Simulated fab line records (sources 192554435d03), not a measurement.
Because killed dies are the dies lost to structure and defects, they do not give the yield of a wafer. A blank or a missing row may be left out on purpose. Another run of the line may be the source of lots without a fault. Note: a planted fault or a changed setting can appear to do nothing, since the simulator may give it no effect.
A struck lot beside a sound one -- flow n5-finfet -- 40 out of 1938 route steps
Sound: these wafers, L453.2, L453.5, L453.6. Struck: wafer L457.6 (left out: L457.2, L457.3 of the same lot, which were not struck); the cause appears at the end.
At each step with rows: each side's tool, then ch and its chambers, then its first start. Under that, the readings that differ: sound wafers -- struck wafers -- difference of the means -- sigmas: that difference in standard deviations of wafers without a fault.
alike: words and numbers the same on both sides, and readings whose means are apart by under 2 such deviations; not compared: readings that were withheld, readings missing a value for some wafer, numbers with overlapping values and no deviation given by the record, and bounds like >300 which may hide the same value.
A row with sigmas, a row that says differs or no value, or rows on one side alone: a step with any of these is where the two part. Numbers that have no deviation but don't overlap get no sigmas and don't part them. A reading that every wafer of one side lacks parts them only if that side has two wafers or more.

first, 9 steps without rows for these wafers: N5_BEOL_M4_ANNEAL_95 (time 240 s); N5_BEOL_M4_SPUTTER_96 (material Cu, target thk 4.5 nm, time 8.29 s); N5_BEOL_M4_ECD_50 (material Cu, target thk 300 nm); N5_BEOL_M4_ANNEAL_51 (time 90 s); N5_BEOL_M4_CMP_52 (polishes, stops on SiOC, t overpolish 6.8 s, target thk 40 nm); N5_BEOL_M4_PRE_CLEAN_60 (time 15 s); N5_BEOL_M4_CO_CAP_55 (material Co, precursor CCTBA/H2, target thk 2 nm, time 102.1 s); N5_BEOL_M4_PRE_CLEAN_56 (time 15 s); N5_BEOL_M4_DEP_57 (deposits SiCN from 3MS/NH3, target thk 8 nm, time 14 s).
N5_BEOL_M4_RC_MEAS_101:
  sound on prober-01 ch 0, day 12 05:35; struck on prober-02 ch 0, day 12 10:10
  alike: DIBL_N, DIBL_P, IOFF_N, IOFF_P, ION_N, ION_P, SS_N, SS_P, VT_N, VT_P
then, 24 steps without rows for these wafers: N5_BEOL_M5_ILD_DEP_00 (deposits SiCOH lowk from DEMS/porogen, target thk 140.64 nm, time 25.9 s); N5_BEOL_M5_CURE_79 (cures SiCOH lowk, time 240 s); N5_BEOL_M5_PECVD_70 (deposits SiO2 from TEOS/O2, target thk 16 nm, time 18 s); N5_BEOL_M5_HM_DEP_02 (deposits TiN, target thk 20 nm); N5_BEOL_M5_COAT_59 (time 60 s, resist thk 60 nm); N5_BEOL_M5_COAT_60 (time 60 s, resist thk 12 nm); N5_BEOL_M5_COAT_71 (time 60 s, resist thk 5 nm); N5_BEOL_M5_COAT_05 (resist thk 30 nm); N5_BEOL_M5_EBR_07; N5_BEOL_M5_SOFTBAKE_06 (time 60 s); N5_BEOL_M5_EXPOSE_08 (exposes mask M5, target cd 28 nm); N5_BEOL_M5_PEB_09 (peb time 60 s); N5_BEOL_M5_DEVELOP_10 (develop time 30 s); N5_BEOL_M5_DESCUM_16 (chemistry O2, time 7 s); N5_BEOL_M5_ETCH_72 (etches underlayer in N2/H2, target depth 6.5 nm, time 5.2 s); N5_BEOL_M5_ETCH_61 (etches SiARC in CF4, target depth 15.6 nm, time 26 s); N5_BEOL_M5_ETCH_62 (etches SOC in N2/H2, target depth 75 nm, overetch 15 nm, time 112.5 s); N5_BEOL_M5_STRIP_63 (strips in N2/H2); N5_BEOL_M5_STRIP_73 (strips in N2/H2); N5_BEOL_M5_STRIP_64 (strips in CF4); N5_BEOL_M5_HM_OPEN_17 (chemistry Cl2/BCl3, target TiN, target depth 20 nm, overetch 6 nm); N5_BEOL_M5_STRIP_19 (strips in O2); N5_BEOL_M5_COAT_65 (time 60 s, resist thk 60 nm); N5_BEOL_M5_COAT_66 (time 60 s, resist thk 12 nm).
-- record jumps: 2 days separate the struck wafers' starts on either side; left off in module BEOL_M5, taken up again in module BEOL_M10, whose first shown step is the route's number 1491 --
N5_BEOL_M10_HM_OPEN_17: chemistry Cl2/BCl3, target TiN, target depth 20 nm, overetch 6 nm.
  sound on rie-metal-03 ch 0,1, day 14 09:02; struck on rie-metal-01 ch 0, day 14 14:10
reading,sound,struck,difference,sigmas
model.etch.depth-nm (nm),19.83 19.96 19.95,14.71,-5.20,
model.SOC_of_BEOL_M10_COAT_59.thk-nm (nm),92.4 92.4 92.2,95.6,+3.3,
  alike: drypump-motor-current-A, oes-product-au, throttle-valve-pct
  not compared: rf-hours-counter-h
N5_BEOL_M10_VIA_ETCH_34: etches SiCOH lowk in C4F6/O2, target depth 184.5 nm, time 69.2 s.
  sound on rie-diel-03 ch 0,1,2, day 14 10:08; struck on rie-diel-06 ch 1, day 14 15:02
reading,sound,struck,difference,sigmas
oes-product-au (a.u.),0.96 0.82 0.75,0.29,-0.55,-7
showerhead-plenum-p-Torr (Torr),2.91 3.00 2.96,2.74,-0.22,-2
  alike: drypump-motor-current-A, rf-vpp-V, throttle-valve-pct
  not compared: rf-hours-counter-h
N5_BEOL_M10_OCD_MEAS_38:
  sound on ocd-02, day 14 10:25; struck on ocd-02, day 14 15:20
reading,sound,struck,difference,sigmas
trench-depth-nm (nm),150.7 146.1 148.3,0.4,-148.0,-78
N5_BEOL_M10_CD_MEAS_35: target cd 70 nm.
  sound on cd-sem-01, day 14 10:34; struck on cd-sem-03, day 14 15:35
  not compared: cd-nm
N5_BEOL_M10_THK_MEAS_53: measures by xrf.
  sound on film-metro-01, day 14 14:34; struck on film-metro-02, day 14 18:42
  not compared: M10_THK
-- a jump in the record: the struck wafers' starts before and after are 2 days apart (it breaks off in module BEOL_M10 and resumes in module PASSIVATION, where the first step shown is number 1936 of the route) --
N5_PASSIVATION_PROBE_49:
  sound on prober-02, day 16 12:01; struck on prober-01, day 16 21:56
reading,sound,struck,difference,sigmas
defect-limited-yield (%),90.5,0,-90,-65
killed_at_M0_to_M3,71,34,-37,-4
killed_at_M4_up,14,1087,+1073,+99 or more
killed-at-front-end,14,37,+23,+2
killed-at-other,2,10,+8,+2
killed-dies,112,1180,+1068,+67
killed-on-rim,13,152,+139,+38
sort_bin_5_function (%),5.5,96.4,+90.9,+99 or more
sort-n-pass,1068,0,-1068,-67
sort-yield-pct (%),90.5,0,-90,-65
  alike: killed-at-contacts, killed-open, killed-short, sort_bin_6_memory

## WHERE THEY PART
At N5_BEOL_M10_VIA_ETCH_34 first; at N5_PASSIVATION_PROBE_49 last (within this record only).

WHY: whatever the simulator had introduced
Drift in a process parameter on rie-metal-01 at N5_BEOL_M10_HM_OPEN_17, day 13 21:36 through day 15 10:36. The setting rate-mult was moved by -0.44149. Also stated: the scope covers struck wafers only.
